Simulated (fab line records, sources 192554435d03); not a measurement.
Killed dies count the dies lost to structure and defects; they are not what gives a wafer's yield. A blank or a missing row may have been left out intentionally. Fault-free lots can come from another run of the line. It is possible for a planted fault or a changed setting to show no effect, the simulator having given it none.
Split-lot experiment | flow n5 finfet | 39 wafers read from 7 lots, route of 1938 steps

THE SPLIT
At N5_BEOL_M11_ILD_DEP_00 (deposits SiCOH lowk from DEMS/porogen, target thk 308.51 nm, time 58 s), the setting time s was moved away from the recipe's 58 s on 12 of the 39 wafers read, by -41.8% to +59.7%. For the rest of the wafers, this setting stayed at what the recipe calls for.

BETWEEN THE SPLIT AND THE READING: the file shows 1 step in between
- N5_BEOL_M11_CURE_71: cures SiCOH lowk, time 240 s

THE READING
M11_ILD_THK in nanometres, read at N5_BEOL_M11_THK_MEAS_01. A value of 268 nm with a standard deviation of 3.6 nm is what fault-free wafers of this fab line usually give.

wafer  | tool, chamber at the split | time s as run, s | against the recipe | M11_ILD_THK, nm | against lot-mates on the recipe
L074.1 | pecvd-03, 1,2              | 58               | recipe             | 265             | -
L074.2 | pecvd-03, 0                | 58               | recipe             | 263             | -
L074.3 | pecvd-03, 1,2              | 58               | recipe             | 265             | -
L074.4 | pecvd-03, 0                | 41.17            | -29.0%             | 190             | -74
L074.5 | pecvd-03, 2                | 41.17            | -29.0%             | 194             | -70
L074.6 | pecvd-03, 1                | 41.17            | -29.0%             | 191             | -73
L080.1 | pecvd-02, 2                | 58               | recipe             | 267             | -
L080.2 | pecvd-02, 0                | 58               | recipe             | 265             | -
L080.3 | pecvd-02, 1                | 58               | recipe             | 267             | -
L080.4 | pecvd-02, 0                | 58               | recipe             | 270             | -
L080.5 | pecvd-02, 1                | 58               | recipe             | 268             | -
L080.6 | pecvd-02, 2                | 58               | recipe             | 271             | -
L085.2 | pecvd-02, 2                | 58               | recipe             | 268             | -
L085.3 | pecvd-02, 1                | 58               | recipe             | 269             | -
L085.4 | pecvd-02, 1                | 58               | recipe             | 269             | -
L087.1 | pecvd-04, 1                | 58               | recipe             | 262             | -
L087.2 | pecvd-04, 2                | 92.65            | +59.7%             | 426             | +160
L087.3 | pecvd-04, 2                | 92.65            | +59.7%             | 435             | +169
L087.4 | pecvd-04, 1                | 92.65            | +59.7%             | 433             | +167
L087.5 | pecvd-04, 2                | 58               | recipe             | 271             | -
L087.6 | pecvd-04, 1                | 58               | recipe             | 266             | -
L090.1 | pecvd-04, 1                | 58               | recipe             | 263             | -
L090.2 | pecvd-04, 0                | 33.74            | -41.8%             | 154             | -112
L090.3 | pecvd-04, 2                | 58               | recipe             | 264             | -
L090.4 | pecvd-04, 1                | 33.74            | -41.8%             | 153             | -113
L090.5 | pecvd-04, 0                | 58               | recipe             | 270             | -
L090.6 | pecvd-04, 2                | 33.74            | -41.8%             | 157             | -109
L095.1 | pecvd-03, 2                | 58               | recipe             | 270             | -
L095.2 | pecvd-03, 1                | 58               | recipe             | 268             | -
L095.3 | pecvd-03, 0                | 58               | recipe             | 270             | -
L095.4 | pecvd-03, 2                | 58               | recipe             | 275             | -
L095.5 | pecvd-03, 1                | 58               | recipe             | 273             | -
L095.6 | pecvd-03, 0                | 58               | recipe             | 272             | -
L096.1 | pecvd-04, 0                | 58               | recipe             | 261             | -
L096.2 | pecvd-04, 2                | 69.62            | +20.0%             | 316             | +51
L096.3 | pecvd-04, 0                | 58               | recipe             | 264             | -
L096.4 | pecvd-04, 2                | 69.62            | +20.0%             | 320             | +55
L096.5 | pecvd-04, 2                | 58               | recipe             | 270             | -
L096.6 | pecvd-04, 0                | 69.62            | +20.0%             | 317             | +52
Where a row lists several chambers, the file gives one row for several wafers and doesn't say which wafer went through which chamber.

FIT RESULTS
A straight line over all 39 wafers: M11_ILD_THK changes by +2.7 nm for each +1% of time s; r = +1.00; the points scatter about the line by 3.6 nm.
The same after taking each lot's own level away (the mean of its wafers on the recipe; 39 wafers): +2.69 nm for each +1%; r = +1.00; scatter 3.2 nm.
On that fit, the largest move of time s shifts the reading by 1.6e+02 nm.
From 264.3 to 271.3 nm: that is the span of the lots' own levels, equal to 1.9 times the standard deviation above.
So the lot-to-lot level changes the slope little: the two slopes agree.
Check: for one of the wafers moved furthest among these (+59.7%), held out of the fit, the line's prediction against its lot-mates is +162 nm. Against them it came out at +160 nm.

OTHER SPLITS ON THESE WAFERS
Note: prior to the reading, these wafers also went through further splits. Each is held against what the fit with the lots' levels taken away leaves over:
other split on the same wafers   | wafers away from the commonest value | r with M11_ILD_THK (lot level and that fit taken away)
N5_BEOL_M8_TRENCH_ETCH_37 time s | 18                                   | +0.04

THE WHOLE CHAIN: every reading that the file lists as answering this split, in the file's order
step                    | what it does                                                           | reading                                                                                   | change (the file's fit)              | r (the file's)
N5_BEOL_M11_ILD_DEP_00  | deposits SiCOH lowk from DEMS/porogen, target thk 308.51 nm, time 58 s | SiCOH_lowk_of_BEOL_M11_ILD_DEP_00.thk nm (the simulator's own value, which no gauge read) | +3.03 nm for each +1% of the setting | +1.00
N5_BEOL_M11_CURE_71     | cures SiCOH lowk, time 240 s                                           | SiCOH_lowk_of_BEOL_M11_ILD_DEP_00.thk nm (the simulator's own value, which no gauge read) | +2.69 nm for each +1% of the setting | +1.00
N5_BEOL_M11_THK_MEAS_01 |                                                                        | M11_ILD_THK                                                                               | +2.69 for each +1% of the setting    | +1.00

THE FILE'S OWN FIT
M11_ILD_THK changes by +2.69 nm for each +1% of time s, r = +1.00.
